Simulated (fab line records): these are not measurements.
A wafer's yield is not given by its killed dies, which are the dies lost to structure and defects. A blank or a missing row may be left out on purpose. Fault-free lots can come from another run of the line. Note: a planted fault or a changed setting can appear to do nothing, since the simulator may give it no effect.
fab line records	flow nand-harc
record lots=11	wafers=33	last-day=25
route steps=1159 shown A_CHANNEL_HOLE_D1@467 END@1159
lots with no fault: from the same line, run without faults
start-h: hours from the record's first day to the start of the lot's first wafer shown	wait-h: hours elapsed since this lot's preceding step	" the same as in the row above	L1.1+2: a row that stands for several wafers	- either no value or no given start	* or withheld: withheld	< > ~ a bound
route shown NAME@n: NAME is a module with steps in the file, n the number in the route of the first one	usual: mean and standard deviation over wafers with no fault	same: alike in all rows	chamber/n: place in a boat	sites: per-site readings	_std_site: standard deviation across them	_edge_site: outer sites' mean less inner sites'	radius-mm: for every site, how far away it sits from the centre of the wafer	mask NAME#n: copy n	behind: the most recent tool/chamber to have shaped the wafer	hold: reason for holding the lot/hours on hold/outcome of the hold	device: the n, p or np transistor that did not switch	end of line: the route-end tests of the same wafers	for a step that has no rows: nothing shown but its recipe	killed: dies lost to structure and defects at the first sort, not the wafer's yield	map: dies across one wafer; x = killed, . = not, _ = none there
set.NAME: the setting the step ran with; set.NAME@STEP: the setting that earlier step ran with	model.NAME: the simulator's own value behind a step, which no gauge read
route steps across a sampled set of lots; one table per step, one row per wafer
services: from which hour (start-h, from the record's first day; less than 0 if before it) a tool's chamber was out of use, for how many hours, and why
## steps
# step NHARC_A_CHANNEL_HOLE_D1_ETCH_39
# recipe target-depth-a=2600	over-etch-frac=0.3	time-s=325	ion-energy-ev=200	n2-flow-sccm=150	h2-flow-sccm=150	ar-flow-sccm=0	rf-w=400	bias-w=150	chemistry=N2/H2
# usual drypump-motor-current-A=5.6/0.47	h2-flow-sccm=150.0/0.42	oes-product-au=0.998/0.015	rf-vpp-V=429.5/2.9	showerhead-plenum-p-Torr=2.01/0.1	throttle-valve-pct=14.171/0.0085
# same time-s=325
lot.wafer	tool	chamber	start-h	wait-h	drypump-motor-current-A	h2-flow-sccm	oes-product-au	rf-hours-counter-h	rf-vpp-V	showerhead-plenum-p-Torr	throttle-valve-pct
L909.3	rie-diel-02	0	193.12	-	5.7	150.0	0.990	1	426.4	1.91	14.170
L909.1	"	1	"	"	5.2	150.3	1.004	1	427.2	1.91	14.194
L909.6	"	3	"	"	5.1	149.8	0.987	-	426.7	1.90	14.165
L911.3	rie-diel-09	2	200.51	-	5.9	150.9	1.004	7	434.6	2.14	14.170
L911.1	"	3	"	"	5.2	149.6	1.032	5	433.6	2.17	14.157
L911.5	"	0	"	"	5.2	149.9	1.000	-	428.8	1.96	14.172
L912.1	rie-diel-09	3	210.77	-	5.2	149.6	1.026	6	433.7	2.17	14.164
L912.6	"	3	"	"	5.2	150.2	1.030	-	434.4	2.17	14.178
L912.5	"	0	"	"	5.2	150.1	1.001	-	427.7	1.96	14.179
L916.1	rie-diel-09	0	231.99	-	5.2	150.1	0.991	11	428.6	1.96	14.164
L916.2	"	3	"	"	5.2	149.5	1.018	9	435.8	2.17	14.163
L916.6	"	1	"	"	5.2	150.1	1.011	-	432.5	2.14	14.168
L919.3	rie-diel-02	0	250.27	-	5.6	150.2	0.997	5	428.2	1.91	14.181
L919.2	"	1	"	"	5.2	150.9	0.984	3	427.7	1.91	14.173
L919.5	"	3	"	"	5.1	149.0	0.984	-	425.9	1.90	14.168
L918.3	rie-diel-09	3	251.18	-	5.2	149.9	1.006	10	432.8	2.17	14.176
L918.2	"	1	"	"	5.2	149.5	1.014	11	433.6	2.14	14.178
L918.6	"	0	"	"	5.2	150.4	0.995	-	427.4	1.96	14.169
L921.2	rie-diel-02	3	261.78	-	5.1	150.5	0.980	6	426.5	1.90	14.159
L921.4	"	0	"	"	5.7	149.9	0.984	6	427.4	1.91	14.179
L921.5	"	2	"	"	6.5	149.9	1.006	-	428.5	1.95	14.157
L922.1	rie-diel-02	0	270.41	-	5.7	149.5	0.982	7	427.5	1.91	14.170
L922.4	"	1	"	"	5.2	150.1	0.990	4	427.1	1.91	14.167
L922.3	"	3	"	"	5.1	150.2	0.978	7	426.6	1.90	14.183
L923.3	rie-diel-02	0	276.39	-	5.7	149.8	0.978	7	428.4	1.91	14.175
L923.5	"	0	"	"	5.7	149.2	0.982	-	427.1	1.91	14.160
L923.6	"	1	"	"	5.1	150.0	0.992	-	425.6	1.91	14.161
L926.1	rie-diel-07	1	284.18	-	5.5	149.6	0.996	3	429.4	2.03	14.165
L926.4	"	2	"	"	6.5	149.8	1.014	3	427.6	1.99	14.180
L926.3	"	3	"	"	5.5	149.7	0.982	4	434.9	2.16	14.169
L929.2	rie-diel-07	0	315.58	-	5.7	149.7	0.970	6	429.1	2.05	14.185
L929.1	"	1	"	"	5.5	149.8	0.995	5	430.5	2.03	14.162
L929.4	"	2	"	"	6.5	150.2	1.003	5	429.7	1.98	14.162
# step NHARC_A_CHANNEL_HOLE_D1_CD_MEAS_18
# usual cd-nm=99/3
lot.wafer	tool	chamber	start-h	wait-h	cd-nm
L909.1	cd-sem-02	-	194.03	-	100
L909.3	"	-	"	"	101
L909.6	"	-	"	"	104
L911.1	cd-sem-03	-	201.39	-	96
L911.3	"	-	"	"	96
L911.5	"	-	"	"	98
L912.1	cd-sem-01	-	211.70	-	97
L912.5	"	-	"	"	92
L912.6	"	-	"	"	97
L916.1	cd-sem-02	-	232.93	-	95
L916.2	"	-	"	"	95
L916.6	"	-	"	"	92
L919.2	cd-sem-01	-	251.15	-	97
L919.3	"	-	"	"	99
L919.5	"	-	"	"	105
L918.2	cd-sem-01	-	252.11	-	95
L918.3	"	-	"	"	94
L918.6	"	-	"	"	98
L921.2	cd-sem-02	-	262.69	-	99
L921.4	"	-	"	"	95
L921.5	"	-	"	"	97
L922.1	cd-sem-02	-	271.34	-	98
L922.3	"	-	"	"	103
L922.4	"	-	"	"	99
L923.3	cd-sem-01	-	277.36	-	100
L923.5	"	-	"	"	96
L923.6	"	-	"	"	96
L926.1	cd-sem-02	-	285.10	-	99
L926.3	"	-	"	"	101
L926.4	"	-	"	"	97
L929.1	cd-sem-03	-	316.51	-	101
L929.2	"	-	"	"	98
L929.4	"	-	"	"	99
# step NHARC_A_CHANNEL_HOLE_D1_ETCH_21
# recipe bias-v=3000	source-w=withheld	pressure-mtorr=20	time-s=514.3	ar-flow-sccm=375	c4f8-flow-sccm=89.3	o2-flow-sccm=35.7	temp-c=-20	target-depth-a=16000	chemistry=C4F8/O2/Ar
# usual drypump-motor-current-A=5.8/0.58	showerhead-plenum-p-Torr=3.81/0.036	throttle-valve-pct=32.156/0.008
# same time-s=514.3
lot.wafer	tool	chamber	start-h	wait-h	drypump-motor-current-A	rf-hours-counter-h	showerhead-plenum-p-Torr	throttle-valve-pct
L909.1	har-etch-01	1	196.99	0.3	5.8	196	3.82	32.163
L909.3	"	0	"	"	4.9	-	3.82	32.154
L909.6	"	1	"	"	5.7	-	3.82	32.164
L911.1	har-etch-01	0	201.96	0.3	4.9	200	3.82	32.151
L911.3	"	1	"	"	5.7	-	3.82	32.163
L911.5	"	0	"	"	4.9	-	3.82	32.159
L912.1	har-etch-01	1	213.72	0.3	5.8	205	3.82	32.159
L912.5	"	1	"	"	5.8	-	3.82	32.149
L912.6	"	0	"	"	4.9	-	3.82	32.145
L916.2	har-etch-02	0	233.43	0.3	6.4	121	3.86	32.169
L916.1	"	1	"	"	6.2	121	3.77	32.151
L916.6	"	1	"	"	6.2	-	3.77	32.146
L919.2	har-etch-02	1	251.65	0.3	6.1	128	3.76	32.147
L919.3	"	1	"	"	6.1	-	3.76	32.150
L919.5	"	0	"	"	6.4	-	3.86	32.153
L918.2	har-etch-02	0	255.89	0.3	6.5	132	3.86	32.154
L918.3	"	1	"	"	6.1	-	3.76	32.147
L918.6	"	0	"	"	6.4	-	3.86	32.160
L921.2	har-etch-01	1	263.28	0.3	5.8	229	3.80	32.146
L921.4	"	0	"	"	4.9	-	3.80	32.146
L921.5	"	0	"	"	4.9	-	3.80	32.157
L922.1	har-etch-01	0	271.86	0.3	4.9	232	3.80	32.153
L922.3	"	0	"	"	4.9	-	3.80	32.158
L922.4	"	1	"	"	5.7	-	3.80	32.154
L923.3	har-etch-01	1	278.00	0.3	5.8	-	3.80	32.146
L923.5	"	1	"	"	5.7	-	3.80	32.148
L923.6	"	0	"	"	4.9	-	3.80	32.146
L926.1	har-etch-02	1	285.90	0.3	6.1	148	3.75	32.162
L926.4	"	0	"	"	6.5	-	3.85	32.161
L926.3	"	1	"	"	6.1	-	3.75	32.143
L929.1	har-etch-02	1	321.02	0.3	6.1	164	3.74	32.161
L929.2	"	0	"	"	6.4	164	3.84	32.148
L929.4	"	1	"	"	6.1	-	3.74	32.158
# step NHARC_A_CHANNEL_HOLE_D1_ETCH_24
# recipe bias-v=5000	source-w=withheld	pressure-mtorr=20	time-s=906.2	ar-flow-sccm=375	c4f8-flow-sccm=93.8	o2-flow-sccm=31.2	temp-c=-20	target-depth-a=15000	chemistry=C4F8/O2/Ar
# usual drypump-motor-current-A=5.8/0.58	showerhead-plenum-p-Torr=3.80/0.036	throttle-valve-pct=32.236/0.0086
# same time-s=906.2
lot.wafer	tool	chamber	start-h	wait-h	drypump-motor-current-A	rf-hours-counter-h	showerhead-plenum-p-Torr	throttle-valve-pct
L909.1	har-etch-01	1	198.75	0.6	5.8	198	3.82	32.235
L909.3	"	0	"	"	4.9	-	3.82	32.236
L909.6	"	1	"	"	5.8	-	3.82	32.240
L911.1	har-etch-01	0	203.72	0.6	4.9	202	3.81	32.205
L911.3	"	1	"	"	5.8	-	3.81	32.228
L911.5	"	0	"	"	4.9	-	3.81	32.251
L912.1	har-etch-01	1	215.44	0.6	5.8	207	3.81	32.235
L912.5	"	1	"	"	5.8	-	3.81	32.245
L912.6	"	0	"	"	4.9	-	3.81	32.236
L916.2	har-etch-02	0	235.12	0.6	6.4	122	3.86	32.245
L916.1	"	1	"	"	6.1	122	3.76	32.231
L916.6	"	1	"	"	6.1	-	3.76	32.241
L919.2	har-etch-02	1	253.37	0.6	6.2	129	3.76	32.247
L919.3	"	1	"	"	6.1	-	3.76	32.236
L919.5	"	0	"	"	6.4	-	3.85	32.242
L918.2	har-etch-02	0	257.65	0.6	6.5	133	3.85	32.225
L918.3	"	1	"	"	6.1	-	3.76	32.225
L918.6	"	0	"	"	6.5	-	3.85	32.232
L921.2	har-etch-01	1	265.03	0.6	5.8	230	3.80	32.239
L921.4	"	0	"	"	4.9	-	3.80	32.231
L921.5	"	0	"	"	4.9	-	3.80	32.240
L922.1	har-etch-01	0	273.57	0.6	4.9	234	3.80	32.236
L922.3	"	0	"	"	4.9	-	3.80	32.224
L922.4	"	1	"	"	5.8	-	3.80	32.245
L923.3	har-etch-01	1	279.82	0.6	5.8	-	3.79	32.243
L923.5	"	1	"	"	5.7	-	3.79	32.245
L923.6	"	0	"	"	4.9	-	3.79	32.234
L926.1	har-etch-02	1	287.66	0.6	6.1	149	3.75	32.236
L926.4	"	0	"	"	6.5	-	3.84	32.247
L926.3	"	1	"	"	6.2	-	3.75	32.226
L929.1	har-etch-02	1	322.70	0.6	6.2	166	3.74	32.237
L929.2	"	0	"	"	6.5	166	3.83	32.244
L929.4	"	1	"	"	6.2	-	3.74	32.240
# step NHARC_A_CHANNEL_HOLE_D1_INSPECT_40
# usual raw-defect-count=59/17
lot.wafer	tool	chamber	start-h	wait-h	raw-defect-count
L909.1	defect-inspect-01	-	202.20	-	66
L909.3	"	-	"	"	86
L909.6	"	-	"	"	55
L911.1	defect-inspect-01	-	207.16	-	43
L911.3	"	-	"	"	49
L911.5	"	-	"	"	58
L912.1	defect-inspect-02	-	219.08	-	73
L912.5	"	-	"	"	86
L912.6	"	-	"	"	72
L916.1	defect-inspect-01	-	238.86	-	44
L916.2	"	-	"	"	50
L916.6	"	-	"	"	37
L919.2	defect-inspect-02	-	256.98	-	35
L919.3	"	-	"	"	32
L919.5	"	-	"	"	35
L918.2	defect-inspect-02	-	261.13	-	72
L918.3	"	-	"	"	57
L918.6	"	-	"	"	51
L921.2	defect-inspect-02	-	268.48	-	656
L921.4	"	-	"	"	741
L921.5	"	-	"	"	674
L922.1	defect-inspect-02	-	277.18	-	701
L922.3	"	-	"	"	690
L922.4	"	-	"	"	692
L923.3	defect-inspect-01	-	283.51	-	736
L923.5	"	-	"	"	703
L923.6	"	-	"	"	716
L926.1	defect-inspect-01	-	291.14	-	29
L926.3	"	-	"	"	44
L926.4	"	-	"	"	51
L929.1	defect-inspect-01	-	326.62	-	64
L929.2	"	-	"	"	69
L929.4	"	-	"	"	74
# step NHARC_END_SORT_01
# recipe temp-c=25
# usual killed-at-array=26/9.7	killed-at-other=1.0/1.2	killed-at-periphery=3.9/2.6	killed-dies=31/9.7	killed-open=3.2/1.8	killed-short=2.0/1.3
# same gross-dies=677
lot.wafer	tool	chamber	start-h	wait-h	killed-at-array	killed-at-other	killed-at-periphery	killed-dies	killed-open	killed-short
L921.2	prober-02	0	516.14	2.8	117	1	0	118	3	3
L921.4	prober-02	0	517.72	3.4	74	0	2	76	2	4
L921.5	prober-02	0	518.51	3.7	116	1	2	119	4	4
L923.3	prober-01	0	543.76	3.1	77	1	2	80	2	0
L923.5	prober-01	0	545.34	3.7	84	1	1	86	4	1
L923.6	prober-01	0	546.13	4.0	61	2	5	68	2	2
L922.1	prober-01	0	549.91	2.5	75	0	3	78	0	3
L922.3	prober-01	0	551.50	3.1	121	0	2	123	0	2
L922.4	prober-01	0	552.29	3.4	67	0	0	67	3	2
# killed by level:class
L921.2 A_CHANNEL_HOLE_D1:unspecified=89 A_CHANNEL_HOLE_D1:chamber-film-flake=16 A_STAIRCASE:chamber-film-flake=5 A_ONON_D1:geometric-particle:short=1 A_CHANNEL_HOLE_D1:geometric-particle:open=1 A_CHANNEL_FILL_D1:geometric-particle:short=1 A_SGD_CUT:geometric-particle:open=1 A_WL_FILL:geometric-particle:short=1
L921.4 A_CHANNEL_HOLE_D1:unspecified=43 A_CHANNEL_HOLE_D1:chamber-film-flake=20 A_CONTACT:chamber-film-flake=4 A_STAIRCASE:chamber-film-flake=2 P_CONTACT:geometric-particle:short=1 A_ONON_D1:geometric-particle:short=1 A_CHANNEL_FILL_D1:geometric-particle:short=1 A_CHANNEL_FILL_D1:geometric-particle:open=1
L921.5 A_CHANNEL_HOLE_D1:unspecified=89 A_CHANNEL_HOLE_D1:chamber-film-flake=9 A_CONTACT:chamber-film-flake=7 A_STAIRCASE:chamber-film-flake=4 A_WL_FILL:geometric-particle:short=2 A_CONTACT:geometric-particle:open=2 A_M1:geometric-particle:short=2 P_CONTACT:geometric-particle:open=1
L923.3 A_CHANNEL_HOLE_D1:unspecified=41 A_CHANNEL_HOLE_D1:chamber-film-flake=25 A_SLIT:chamber-film-flake=8 A_WL_FILL:chamber-film-flake=2 A_BLC:geometric-particle:open=1 STARTING-WAFER:geometric-particle:open=1 P_ZERO_WELL:chamber-film-flake=1 P_M2:chamber-film-flake=1
L923.5 A_CHANNEL_HOLE_D1:unspecified=46 A_CHANNEL_HOLE_D1:chamber-film-flake=20 A_SLIT:chamber-film-flake=12 A_ONON_D1:geometric-particle:short=1 A_CHANNEL_HOLE_D1:geometric-particle:open=1 A_WL_FILL:geometric-particle:open=1 A_CONTACT:geometric-particle:open=1 A_M1:geometric-particle:open=1
L923.6 A_CHANNEL_HOLE_D1:unspecified=30 A_CHANNEL_HOLE_D1:chamber-film-flake=12 A_SLIT:chamber-film-flake=12 P_M2:chamber-film-flake=4 A_WL_FILL:chamber-film-flake=3 A_CHANNEL_FILL_D1:geometric-particle:short=2 THIN_TSV:chamber-film-flake=2 A_CHANNEL_FILL_D1:geometric-particle:open=1
L922.1 A_CHANNEL_HOLE_D1:unspecified=41 A_CHANNEL_HOLE_D1:chamber-film-flake=18 A_SLIT:chamber-film-flake=10 P_ZERO_WELL:chamber-film-flake=2 A_CONTACT:chamber-film-flake=2 A_SOURCE_PLATE:geometric-particle:short=1 A_ONON_D1:geometric-particle:short=1 A_CHANNEL_HOLE_D1:geometric-particle:short=1
L922.3 A_CHANNEL_HOLE_D1:unspecified=89 A_CHANNEL_HOLE_D1:chamber-film-flake=12 A_SLIT:chamber-film-flake=12 A_STAIRCASE:chamber-film-flake=3 P_GATE:chamber-film-flake=2 A_CONTACT:chamber-film-flake=2 A_CHANNEL_FILL_D1:geometric-particle:short=1 A_CONTACT:geometric-particle:short=1
L922.4 A_CHANNEL_HOLE_D1:unspecified=25 A_SLIT:chamber-film-flake=17 A_CHANNEL_HOLE_D1:chamber-film-flake=16 A_CONTACT:chamber-film-flake=4 A_CONTACT:geometric-particle:open=2 A_ONON_D1:geometric-particle:open=1 A_ONON_D1:geometric-particle:short=1 A_WL_FILL:geometric-particle:short=1
## services
tool	chamber	start-h	hours	kind
rie-diel-02	1	181.34	9.4	repair
rie-diel-02	0	184.20	-	clean
rie-diel-02	2	184.20	-	clean
rie-diel-02	3	184.20	-	clean
rie-diel-09	1	185.50	4.7	repair
rie-diel-02	0	208.70	-	clean
rie-diel-07	1	220.01	5.2	repair
rie-diel-02	1	220.25	10.4	repair
rie-diel-07	-	228.20	9.0	pm
rie-diel-02	1	236.55	9.9	repair
rie-diel-07	2	245.97	3.8	repair
rie-diel-02	1	251.87	4.1	repair
rie-diel-09	-	254.31	9.0	pm
rie-diel-02	-	257.21	0.9	repair
rie-diel-07	1	276.71	1.2	repair
rie-diel-09	1	288.04	5.7	repair
har-etch-01	-	305.00	17.0	pm
har-etch-01	0	305.00	17.0	vent-cycle
har-etch-01	1	305.00	17.0	vent-cycle
rie-diel-02	0	308.19	2.1	repair
har-etch-01	0	322.00	-	clean
har-etch-01	0	322.00	-	consumable-replace:focus-ring
har-etch-01	1	322.00	-	clean
har-etch-01	1	322.00	-	consumable-replace:focus-ring
## key
first-sign step=NHARC_A_CHANNEL_HOLE_D1_INSPECT_40	reading=raw-defect-count	direction=up	sigmas=39	usual=59	struck=701
effect step=NHARC_END_SORT_01	reading=killed-at-array	direction=up	sigmas=6.4	usual=26	struck=88
more-kills-born-at NHARC_A_CHANNEL_HOLE_D1_ETCH_39@rie-diel-02=493
met-at NHARC_A_CHANNEL_HOLE_D1_ETCH_39
struck-lots L921,L922,L923
tester-left-out L921,L922,L923
not-acting-at NHARC_A_CHANNEL_HOLE_D1_CD_MEAS_18,NHARC_A_CHANNEL_HOLE_D1_ETCH_21,NHARC_A_CHANNEL_HOLE_D1_ETCH_24
onset-between 250.27 261.78
fault kind=chamber-particle-source	tool=rie-diel-02	chamber=-	onset-h=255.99	steps=NHARC_A_CHANNEL_HOLE_D1_ETCH_39	rate-per-visit-cm2=0.97067	end-h=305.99
# tester-left-out: of these lots the tester's yield and bins aren't shown, on N5 and GAA mostly nor the transistor test; their killed dies are dies lost to structure and defects alone, not to doping, threshold or leakage, so they don't give the yield
